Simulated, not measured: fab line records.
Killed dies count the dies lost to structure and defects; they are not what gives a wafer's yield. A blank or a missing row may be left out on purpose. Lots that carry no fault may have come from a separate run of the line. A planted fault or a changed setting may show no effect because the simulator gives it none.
fab line records | flow nand-harc
[record] lots = 13 wafers = 39 last-day = 33
route steps=1302 shown A_CONTACT@1102 A_BLC@1118 A_M0@1148 END@1302
lots that met no fault: from a run of the same line without faults
start-h: start of the lot's first displayed wafer, in hours after the record's first day | wait-h: hours from the lot's prior step to this one | " the same as in the row above | L1.1+2: a row that stands for several wafers | - no value present, or no start provided | * or withheld: withheld | < > ~ a bound
route shown NAME@n: a module of which the file shows steps, and the number in the route of the first | usual: the fault-free wafers' mean and standard deviation | same: alike in all rows | chamber/n: place in a boat | sites: readings site by site | _std_site: standard deviation of those values | _edge_site: mean of outer sites minus mean of inner sites | radius-mm: how far each site lies from the wafer's centre | mask NAME#n: copy n | behind: the tool/chamber that last shaped the wafer | hold: the reason the lot was held/the length of the hold in hours/how it ended | device: transistor that didn't switch, given as n, p or np | end of line: the same wafers' tests at the end of the route | step lacking rows: just its recipe | killed: at the first sort, the dies lost to defects and structure; wafer yield is something else | map: dies across one wafer; x = killed, . = not, _ = none there
set.NAME: the run value of the setting; set.NAME@STEP: its run value at that earlier step | model.NAME: the simulator's own value behind a step, which no gauge read
a sample of lots followed through the steps of the route, with each step as a table and each wafer as a row
services: the hour from which a tool's chamber was out of use, counted from the record's first day as start-h (under 0 if before that day), plus the number of hours and why
[[steps]]
[step NHARC_A_CONTACT_CVD_19]
[recipe] target-thk-a = 3000 temp-c = 300 pressure-torr = 40 wf6-flow-sccm = 40 h2-flow-sccm = 1600 ar-flow-sccm = 1560 time-s = 802 material = W
[usual] heater-power-w = 525/69 throttle-valve-pct = 8.11/0.16
// columns lot.wafer tool chamber start-h wait-h heater-power-w throttle-valve-pct
L824.2 cvd-w-02 1 - - 592 8.06
L824.1 " 0 " " 533 7.69
L824.3 " 1 " " 592 8.26
L823.4 cvd-w-01 1 - - 441 8.05
L823.3 " 0 " " 408 7.95
L823.6 " 1 " " 448 8.02
L825.1 cvd-w-02 0 - - 534 8.03
L825.2 " 1 " " 600 7.92
L825.5 " 1 " " 578 7.86
L827.2 cvd-w-02 1 - - 581 8.23
L827.3 " 0 " " 538 7.95
L827.5 " 1 " " 577 7.81
L828.1 cvd-w-02 1 - - 595 8.33
L828.3 " 1 " " 572 8.11
L828.6 " 1 " " 592 8.30
L831.2 cvd-w-02 0 - - 533 8.00
L831.4 " 1 " " 597 7.94
L831.5 " 0 " " 534 8.19
L832.1 cvd-w-02 1 - - 589 8.06
L832.3 " 1 " " 591 8.24
L832.4 " 0 " " 534 8.30
L830.1 cvd-w-02 0 - - 528 8.11
L830.4 " 0 " " 530 8.07
L830.5 " 1 " " 576 8.07
L833.2 cvd-w-01 1 - - 434 8.06
L833.3 " 1 " " 434 8.23
L833.4 " 0 " " 406 7.83
L836.1 cvd-w-02 1 - - 599 8.41
L836.3 " 0 " " 522 8.26
L836.5 " 1 " " 591 8.58
L844.2 cvd-w-01 1 - - 428 8.17
L844.4 " 1 " " 438 8.02
L844.5 " 1 " " 444 8.01
L843.2 cvd-w-02 0 - - 512 8.27
L843.4 " 0 " " 517 8.23
L843.5 " 0 " " 520 8.11
L841.2 cvd-w-02 0 - - 523 8.16
L841.1 " 1 " " 583 8.18
L841.3 " 1 " " 579 8.52
[step NHARC_A_BLC_OVL_MEAS_11]
[usual] overlay-x-nm = -0.2/0.82 overlay-y-nm = -0.1/1
// columns lot.wafer tool chamber start-h wait-h overlay-x-nm overlay-y-nm
L824.1 overlay-02 - 532.06 - 0.3 -0.6
L824.2 " - " " 0.6 -1.0
L824.3 " - " " 0.6 -0.5
L823.3 overlay-02 - 535.20 - -0.5 0.2
L823.4 " - " " -0.1 0.0
L823.6 " - " " 0.0 -0.5
L825.1 overlay-02 - 542.01 - 0.8 -1.7
L825.2 " - " " 0.8 -1.9
L825.5 " - " " 1.4 -1.6
L827.2 overlay-02 - 553.84 - 0.0 0.3
L827.3 " - " " 0.3 0.3
L827.5 " - " " 0.5 0.0
L828.1 overlay-02 - 573.04 - 0.9 1.8
L828.3 " - " " 0.8 1.4
L828.6 " - " " 0.9 1.5
L831.2 overlay-01 - 620.78 - 0.3 -0.7
L831.4 " - " " 0.1 -0.4
L831.5 " - " " 0.2 -0.3
L832.1 overlay-01 - 628.04 - 0.6 0.8
L832.3 " - " " 0.8 0.6
L832.4 " - " " 1.1 0.9
L830.1 overlay-02 - 629.86 - 0.9 1.8
L830.4 " - " " -0.2 1.3
L830.5 " - " " 0.5 1.6
L833.2 overlay-01 - 631.31 - -1.3 0.3
L833.3 " - " " -1.0 0.5
L833.4 " - " " -1.1 -0.4
L836.1 overlay-02 - 646.09 - -1.7 -1.8
L836.3 " - " " -2.3 -1.2
L836.5 " - " " -1.9 -1.1
L844.2 overlay-01 - 722.49 - -1.0 -1.6
L844.4 " - " " -0.8 -0.8
L844.5 " - " " -1.0 -1.3
L843.2 overlay-01 - 731.74 - 0.0 1.3
L843.4 " - " " -0.2 0.9
L843.5 " - " " -0.3 1.1
L841.1 overlay-01 - 741.20 - -0.5 1.0
L841.2 " - " " -1.1 0.3
L841.3 " - " " -0.7 0.8
[step NHARC_A_BLC_ALD_23]
[recipe] target-thk-a = 30 pulse-time-s = 1 ald-cycles = 150 temp-c = 450 material = TiN
[usual] ald-cycles = 150/0 heater-power-w = 1085/100 precursor-pulse-height-rel = 0.999/0.02
// columns lot.wafer tool chamber start-h wait-h ald-cycles heater-power-w precursor-pulse-height-rel
L824.1 ald-metal-02 1 534.19 - 150 1068 1.007
L824.2 " 3 " " 150 1174 0.981
L824.3 " 0 " " 150 1033 0.999
L823.4 ald-metal-03 0 537.11 - 150 1145 0.983
L823.3 " 2 " " 150 1161 1.011
L823.6 " 1 " " 150 1260 0.989
L825.2 ald-metal-04 3 543.91 - 150 945 0.981
L825.1 " 2 " " 150 1061 1.034
L825.5 " 0 " " 150 1004 0.988
L827.3 ald-metal-04 3 555.79 - 150 959 0.993
L827.2 " 0 " " 150 1040 0.977
L827.5 " 2 " " 150 1071 0.986
L828.1 ald-metal-04 3 574.95 - 150 968 1.001
L828.3 " 2 " " 150 1053 1.011
L828.6 " 0 " " 150 1005 0.990
L831.2 ald-metal-03 0 622.77 - 150 1179 0.993
L831.4 " 1 " " 150 1225 1.018
L831.5 " 2 " " 150 1160 1.061
L832.1 ald-metal-03 0 629.99 - 150 1196 1.003
L832.4 " 2 " " 150 1136 0.995
L832.3 " 3 " " 150 1164 1.015
L830.4 ald-metal-04 0 631.78 - 150 1038 1.000
L830.1 " 1 " " 150 858 1.021
L830.5 " 0 " " 150 1013 0.999
L833.4 ald-metal-02 3 633.21 - 150 1070 0.958
L833.3 " 1 " " 150 1083 1.008
L833.2 " 2 " " 150 1080 1.007
L836.1 ald-metal-03 3 648.11 - 150 1176 1.007
L836.3 " 0 " " 150 1153 1.002
L836.5 " 1 " " 150 1198 1.010
L844.2 ald-metal-03 1 724.40 - 136 1210 0.996
L844.4 " 2 " " 136 1179 0.961
L844.5 " 1 " " 150 1247 0.988
L843.2 ald-metal-02 3 733.65 - 150 1088 0.997
L843.4 " 0 " " 150 980 0.990
L843.5 " 3 " " 150 1089 1.003
L841.3 ald-metal-03 1 743.11 - 150 1211 0.959
L841.1 " 2 " " 136 1182 1.034
L841.2 " 3 " " 136 1152 0.986
[step NHARC_A_M0_OVL_MEAS_10]
[recipe] pitch-nm = 160
[usual] overlay-x-nm = 0.1/0.78 overlay-y-nm = 0.3/0.92
// columns lot.wafer tool chamber start-h wait-h overlay-x-nm overlay-y-nm
L824.1 overlay-02 - 536.18 - 1.4 -1.5
L824.2 " - " " 1.0 -1.6
L824.3 " - " " 0.9 -1.7
L823.3 overlay-02 - 539.23 - 0.2 -1.8
L823.4 " - " " 0.4 -1.4
L823.6 " - " " 0.0 -1.4
L825.1 overlay-02 - 546.04 - 0.1 1.3
L825.2 " - " " 0.0 1.3
L825.5 " - " " 0.2 1.4
L827.2 overlay-02 - 557.87 - -0.6 -0.4
L827.3 " - " " -0.3 -0.3
L827.5 " - " " -0.2 -0.9
L828.1 overlay-02 - 576.94 - -2.1 -0.1
L828.3 " - " " -1.8 0.2
L828.6 " - " " -1.8 -0.1
L831.2 overlay-02 - 624.74 - -0.2 0.5
L831.4 " - " " 0.7 0.2
L831.5 " - " " 0.2 0.2
L832.1 overlay-02 - 632.00 - -0.1 -0.5
L832.3 " - " " -0.8 -0.7
L832.4 " - " " -0.6 -0.2
L830.1 overlay-02 - 633.90 - 0.2 1.4
L830.4 " - " " 0.3 0.9
L830.5 " - " " -0.6 1.8
L833.2 overlay-02 - 635.34 - 0.6 0.3
L833.3 " - " " 0.7 0.2
L833.4 " - " " 0.8 0.2
L836.1 overlay-01 - 650.06 - 0.1 1.3
L836.3 " - " " 0.3 0.4
L836.5 " - " " 0.5 1.1
L844.2 overlay-01 - 726.52 - 1.1 0.0
L844.4 " - " " 1.4 -0.1
L844.5 " - " " 0.7 0.0
L843.2 overlay-01 - 735.65 - 0.4 -0.2
L843.4 " - " " -0.1 -0.7
L843.5 " - " " -0.4 -0.6
L841.1 overlay-02 - 745.23 - 2.0 0.9
L841.2 " - " " 2.4 0.8
L841.3 " - " " 2.3 0.0
[step NHARC_END_SORT_01]
[recipe] temp-c = 25
[usual] killed-at-array = 50/17 killed-at-other = 0.7/1 killed-at-periphery = 3.4/2.4 killed-dies = 54/17 killed-open = 3.3/1.7 killed-short = 2.5/1.6
[same] gross-dies = 677
// columns lot.wafer tool chamber start-h wait-h killed-at-array killed-at-other killed-at-periphery killed-dies killed-open killed-short
L824.1 prober-01 0 575.44 2.5 80 2 10 92 5 1
L824.2 prober-01 0 576.23 2.8 58 1 8 67 1 4
L824.3 prober-01 0 577.03 3.1 55 1 5 61 1 5
L823.3 prober-02 0 577.07 3.1 66 0 4 70 4 4
L823.4 prober-02 0 577.87 3.4 37 0 5 42 4 2
L823.6 prober-02 0 579.48 4.0 56 0 0 56 1 6
L825.1 prober-01 0 586.11 2.5 19 1 2 22 1 4
L825.2 prober-01 0 586.92 2.8 22 0 1 23 2 1
L825.5 prober-01 0 589.37 3.8 17 1 4 22 3 3
L827.2 prober-02 0 599.46 2.8 67 0 2 69 3 0
L827.3 prober-02 0 600.27 3.1 68 0 4 72 1 0
L827.5 prober-02 0 601.90 3.8 73 0 6 79 5 0
L828.1 prober-02 0 617.49 2.5 32 0 6 38 2 4
L828.3 prober-02 0 619.10 3.1 32 1 3 36 4 1
L828.6 prober-02 0 621.50 4.0 23 0 1 24 3 1
L831.2 prober-02 0 664.87 2.8 45 0 5 50 4 3
L831.4 prober-02 0 666.47 3.4 60 0 1 61 1 2
L831.5 prober-02 0 667.28 3.7 61 0 1 62 2 2
L832.1 prober-01 0 673.38 2.5 45 0 1 46 3 1
L832.3 prober-01 0 674.98 3.1 38 0 0 38 2 2
L832.4 prober-01 0 675.78 3.4 37 0 0 37 2 1
L830.1 prober-02 0 681.06 2.5 47 3 2 52 3 1
L830.4 prober-02 0 683.47 3.4 39 2 3 44 2 1
L830.5 prober-02 0 684.27 3.7 46 3 1 50 3 2
L836.1 prober-01 0 689.24 2.5 41 0 3 44 4 1
L836.3 prober-01 0 690.81 3.1 50 1 1 52 3 3
L836.5 prober-01 0 692.39 3.6 42 0 1 43 2 3
// killed by level:class
L824.1 A_CHANNEL_HOLE_D1:chamber-film-flake=24 A_SLIT:chamber-film-flake=22 A_CHANNEL_HOLE_D2:chamber-film-flake=19 P_STI:chamber-film-flake=4 A_STAIRCASE:chamber-film-flake=3 A_CHANNEL_FILL_D1:chamber-film-flake=3 A_DECK1_JOINT:chamber-film-flake=3 THIN_TSV:chamber-film-flake=2
L824.2 A_SLIT:chamber-film-flake=18 A_CHANNEL_HOLE_D1:chamber-film-flake=17 A_CHANNEL_HOLE_D2:chamber-film-flake=14 P_STI:chamber-film-flake=4 P_CONTACT:chamber-film-flake=2 A_STAIRCASE:chamber-film-flake=2 P_M0:geometric-particle:short=1 A_ONON_D1:geometric-particle:short=1
L824.3 A_SLIT:chamber-film-flake=20 A_CHANNEL_HOLE_D1:chamber-film-flake=12 A_CHANNEL_HOLE_D2:chamber-film-flake=11 P_STI:chamber-film-flake=2 A_CHANNEL_FILL_D1:chamber-film-flake=2 A_STAIRCASE:chamber-film-flake=2 P_M0:geometric-particle:short=1 A_SOURCE_PLATE:geometric-particle:short=1
L823.3 A_CHANNEL_HOLE_D1:chamber-film-flake=30 A_CHANNEL_HOLE_D2:chamber-film-flake=20 A_CONTACT:chamber-film-flake=4 A_STAIRCASE:chamber-film-flake=3 P_GATE:chamber-film-flake=2 P_CONTACT:geometric-particle:short=1 A_CHANNEL_FILL_D1:geometric-particle:open=1 A_DECK1_JOINT:geometric-particle:short=1
L823.4 A_CHANNEL_HOLE_D2:chamber-film-flake=14 A_CHANNEL_HOLE_D1:chamber-film-flake=8 A_STAIRCASE:chamber-film-flake=6 A_ONON_D1:geometric-particle:open=3 P_GATE:chamber-film-flake=3 A_CONTACT:chamber-film-flake=3 P_M0:geometric-particle:short=1 A_WL_FILL:geometric-particle:short=1
L823.6 A_CHANNEL_HOLE_D2:chamber-film-flake=32 A_CHANNEL_HOLE_D1:chamber-film-flake=16 A_WL_FILL:geometric-particle:short=2 A_CHANNEL_HOLE_D1:geometric-particle:short=1 A_DECK1_JOINT:geometric-particle:short=1 A_DECK1_JOINT:geometric-particle:open=1 A_CHANNEL_HOLE_D2:geometric-particle:short=1 A_SGD_CUT:geometric-particle:short=1
L825.1 A_STAIRCASE:chamber-film-flake=5 A_CHANNEL_HOLE_D1:chamber-film-flake=3 A_CHANNEL_HOLE_D2:chamber-film-flake=3 A_DECK1_JOINT:geometric-particle:short=2 A_DECK1_JOINT:chamber-film-flake=2 A_CONTACT:chamber-film-flake=2 P_M0:geometric-particle:short=1 P_M2:geometric-particle:open=1
L825.2 A_CHANNEL_HOLE_D2:chamber-film-flake=4 A_CONTACT:chamber-film-flake=4 A_CHANNEL_HOLE_D1:chamber-film-flake=3 A_STAIRCASE:chamber-film-flake=3 A_WL_FILL:chamber-film-flake=2 A_CHANNEL_HOLE_D1:geometric-particle:open=1 A_BLC:geometric-particle:open=1 A_M1:geometric-particle:short=1
L825.5 A_CHANNEL_HOLE_D2:chamber-film-flake=5 A_DECK1_JOINT:chamber-film-flake=2 A_STAIRCASE:chamber-film-flake=2 A_WL_FILL:chamber-film-flake=2 P_M0:geometric-particle:open=1 P_M0:geometric-particle:short=1 A_CHANNEL_FILL_D2:geometric-particle:short=1 A_CHANNEL_FILL_D2:geometric-particle:open=1
L827.2 A_CHANNEL_HOLE_D2:chamber-film-flake=30 A_SLIT:chamber-film-flake=20 A_CONTACT:chamber-film-flake=7 A_STAIRCASE:chamber-film-flake=4 A_CHANNEL_HOLE_D1:chamber-film-flake=2 P_GATE:geometric-particle:open=1 P_CONTACT:geometric-particle:open=1 A_CHANNEL_FILL_D2:geometric-particle:open=1
L827.3 A_CHANNEL_HOLE_D2:chamber-film-flake=33 A_SLIT:chamber-film-flake=18 A_CONTACT:chamber-film-flake=9 A_CHANNEL_HOLE_D1:chamber-film-flake=3 A_STAIRCASE:chamber-film-flake=3 P_GATE:chamber-film-flake=2 P_M0:geometric-particle:open=1 P_STI:chamber-film-flake=1
L827.5 A_CHANNEL_HOLE_D2:chamber-film-flake=35 A_SLIT:chamber-film-flake=24 A_CONTACT:chamber-film-flake=6 A_CHANNEL_HOLE_D1:chamber-film-flake=4 P_ZERO_WELL:chamber-film-flake=3 P_CONTACT:geometric-particle:open=1 P_M0:geometric-particle:open=1 A_ONON_D1:geometric-particle:open=1
L828.1 A_CHANNEL_HOLE_D2:chamber-film-flake=18 A_CHANNEL_HOLE_D1:chamber-film-flake=5 P_GATE:chamber-film-flake=2 A_CONTACT:chamber-film-flake=2 P_M0:geometric-particle:open=1 P_M1:geometric-particle:short=1 A_CHANNEL_FILL_D1:geometric-particle:short=1 A_BLC:geometric-particle:short=1
L828.3 A_CHANNEL_HOLE_D2:chamber-film-flake=14 A_STAIRCASE:chamber-film-flake=4 A_CONTACT:chamber-film-flake=3 A_M1:chamber-film-flake=3 A_SLIT:chamber-film-flake=2 A_CHANNEL_FILL_D1:geometric-particle:open=1 A_ONON_D2:geometric-particle:short=1 A_STAIRCASE:geometric-particle:open=1
L828.6 A_CHANNEL_HOLE_D2:chamber-film-flake=10 A_CONTACT:chamber-film-flake=4 A_M1:chamber-film-flake=2 A_ONON_D1:geometric-particle:short=1 A_CHANNEL_FILL_D1:geometric-particle:open=1 A_ONON_D2:geometric-particle:open=1 A_WL_FILL:geometric-particle:open=1 P_STI:chamber-film-flake=1
L831.2 A_CHANNEL_HOLE_D1:chamber-film-flake=17 A_CHANNEL_HOLE_D2:chamber-film-flake=15 A_STAIRCASE:chamber-film-flake=4 A_CHANNEL_FILL_D1:chamber-film-flake=3 P_M2:geometric-particle:open=2 A_WL_FILL:geometric-particle:short=2 P_M1:geometric-particle:open=1 P_BONDPAD:geometric-particle:open=1
L831.4 A_CHANNEL_HOLE_D1:chamber-film-flake=36 A_CHANNEL_HOLE_D2:chamber-film-flake=9 A_STAIRCASE:chamber-film-flake=6 A_ONON_D2:geometric-particle:short=2 A_DECK1_JOINT:geometric-particle:open=1 P_GATE:chamber-film-flake=1 A_BONDPAD:chamber-film-flake=1 A_DECK1_JOINT:chamber-film-flake=1
L831.5 A_CHANNEL_HOLE_D1:chamber-film-flake=37 A_CHANNEL_HOLE_D2:chamber-film-flake=9 A_SLIT:chamber-film-flake=4 A_CONTACT:chamber-film-flake=3 A_BONDPAD:chamber-film-flake=2 A_CHANNEL_HOLE_D1:geometric-particle:short=1 A_ONON_D2:geometric-particle:open=1 A_WL_FILL:geometric-particle:short=1
L832.1 A_CHANNEL_HOLE_D2:chamber-film-flake=14 A_CHANNEL_HOLE_D1:chamber-film-flake=11 A_CONTACT:chamber-film-flake=7 A_ZERO_WELL:chamber-film-flake=2 A_CHANNEL_FILL_D1:chamber-film-flake=2 A_STAIRCASE:chamber-film-flake=2 A_SLIT:chamber-film-flake=2 A_ONON_D1:geometric-particle:open=1
L832.3 A_CHANNEL_HOLE_D2:chamber-film-flake=16 A_SLIT:chamber-film-flake=6 A_CONTACT:chamber-film-flake=5 A_CHANNEL_HOLE_D1:chamber-film-flake=2 A_CHANNEL_FILL_D2:chamber-film-flake=2 A_ONON_D1:geometric-particle:open=1 A_CHANNEL_FILL_D1:geometric-particle:short=1 A_WL_FILL:geometric-particle:open=1
L832.4 A_CHANNEL_HOLE_D2:chamber-film-flake=14 A_CHANNEL_HOLE_D1:chamber-film-flake=7 A_CONTACT:chamber-film-flake=5 A_M1:chamber-film-flake=3 A_STAIRCASE:chamber-film-flake=2 A_DECK1_JOINT:geometric-particle:short=1 A_WL_FILL:geometric-particle:open=1 A_BLC:geometric-particle:open=1
L830.1 A_SLIT:chamber-film-flake=26 A_CHANNEL_HOLE_D1:chamber-film-flake=5 A_CONTACT:chamber-film-flake=5 A_CHANNEL_HOLE_D2:chamber-film-flake=3 A_CHANNEL_FILL_D1:chamber-film-flake=2 HYBRID_BOND:chamber-film-flake=2 P_M0:geometric-particle:open=1 A_ONON_D1:geometric-particle:short=1
L830.4 A_SLIT:chamber-film-flake=21 A_CONTACT:chamber-film-flake=6 A_CHANNEL_HOLE_D1:chamber-film-flake=4 A_CHANNEL_HOLE_D2:chamber-film-flake=2 A_CHANNEL_FILL_D2:chamber-film-flake=2 A_WL_FILL:chamber-film-flake=2 HYBRID_BOND:chamber-film-flake=2 P_STI:geometric-particle:open=1
L830.5 A_SLIT:chamber-film-flake=29 A_CHANNEL_HOLE_D2:chamber-film-flake=4 A_CONTACT:chamber-film-flake=4 A_WL_FILL:geometric-particle:open=2 A_CHANNEL_HOLE_D1:chamber-film-flake=2 A_STAIRCASE:chamber-film-flake=2 THIN_TSV:chamber-film-flake=2 P_CONTACT:geometric-particle:open=1
L836.1 A_CHANNEL_HOLE_D2:chamber-film-flake=14 A_CHANNEL_HOLE_D1:chamber-film-flake=7 A_CONTACT:chamber-film-flake=7 A_BLC:chamber-film-flake=4 P_GATE:chamber-film-flake=2 A_SLIT:chamber-film-flake=2 A_DECK1_JOINT:chamber-film-flake=2 A_ONON_D1:geometric-particle:open=1
L836.3 A_CHANNEL_HOLE_D2:chamber-film-flake=16 A_CHANNEL_HOLE_D1:chamber-film-flake=8 A_CONTACT:chamber-film-flake=6 A_BLC:chamber-film-flake=5 A_STAIRCASE:chamber-film-flake=3 A_ZERO_WELL:chamber-film-flake=2 A_DECK1_JOINT:chamber-film-flake=2 P_M0:geometric-particle:open=1
L836.5 A_CHANNEL_HOLE_D2:chamber-film-flake=14 A_CHANNEL_HOLE_D1:chamber-film-flake=10 A_CONTACT:chamber-film-flake=6 A_BLC:chamber-film-flake=3 A_ONON_D1:geometric-particle:short=1 A_ONON_D2:geometric-particle:open=1 A_CHANNEL_FILL_D2:geometric-particle:short=1 A_WL_FILL:geometric-particle:short=1
[[services]]
// columns tool chamber start-h hours kind
ald-metal-03 1 523.13 10.0 repair
cvd-w-01 - 547.65 13.0 pm
ald-metal-02 3 556.69 6.2 repair
ald-metal-03 - 568.00 10.0 pm
ald-metal-03 0 568.00 10.0 vent-cycle
ald-metal-03 1 568.00 10.0 vent-cycle
ald-metal-03 2 568.00 10.0 vent-cycle
ald-metal-03 3 568.00 10.0 vent-cycle
cvd-w-02 0 568.43 7.0 repair
ald-metal-02 - 610.00 10.0 pm
cvd-w-01 - 626.34 2.5 repair
cvd-w-02 - 631.20 13.0 pm
cvd-w-02 0 631.20 13.0 vent-cycle
cvd-w-02 1 631.20 13.0 vent-cycle
cvd-w-01 - 634.84 0.3 repair
cvd-w-01 - 640.59 19.1 repair
cvd-w-02 0 644.20 - clean
cvd-w-02 1 644.20 - clean
ald-metal-04 3 651.34 22.0 repair
ald-metal-04 - 652.00 10.0 pm
ald-metal-03 - 695.69 1.7 repair
ald-metal-02 2 715.98 10.8 repair
cvd-w-01 - 728.65 13.0 pm
cvd-w-02 - 736.12 1.2 repair
[[key]]
[first-sign] step = NHARC_A_BLC_ALD_23 reading = ald-cycles direction = down sigmas = 99+ usual = 150 struck = 136
effect none on later readings
met-at NHARC_A_BLC_ALD_23
struck-lots L841,L844
struck-wafers L841.1,L841.2,L844.2,L844.4
tester-left-out L841,L844
not-acting-at NHARC_A_CONTACT_CVD_19,NHARC_A_BLC_OVL_MEAS_11,NHARC_A_M0_OVL_MEAS_10
onset-between 648.11 724.40
[fault] kind = process-parameter-drift tool = ald-metal-03 chamber = - onset-h = 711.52 steps = NHARC_A_BLC_ALD_23 channel = ald-cycles offset = -14 shape = step end-h = 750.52 scope = struck-wafers-only acts-in = these-recipes-only stated = 150
// tester-left-out: of these lots the tester's yield and bins aren't shown, on N5 and GAA mostly nor the transistor test; their killed dies are dies lost to structure and defects alone, not to doping, threshold or leakage, so they don't give the yield
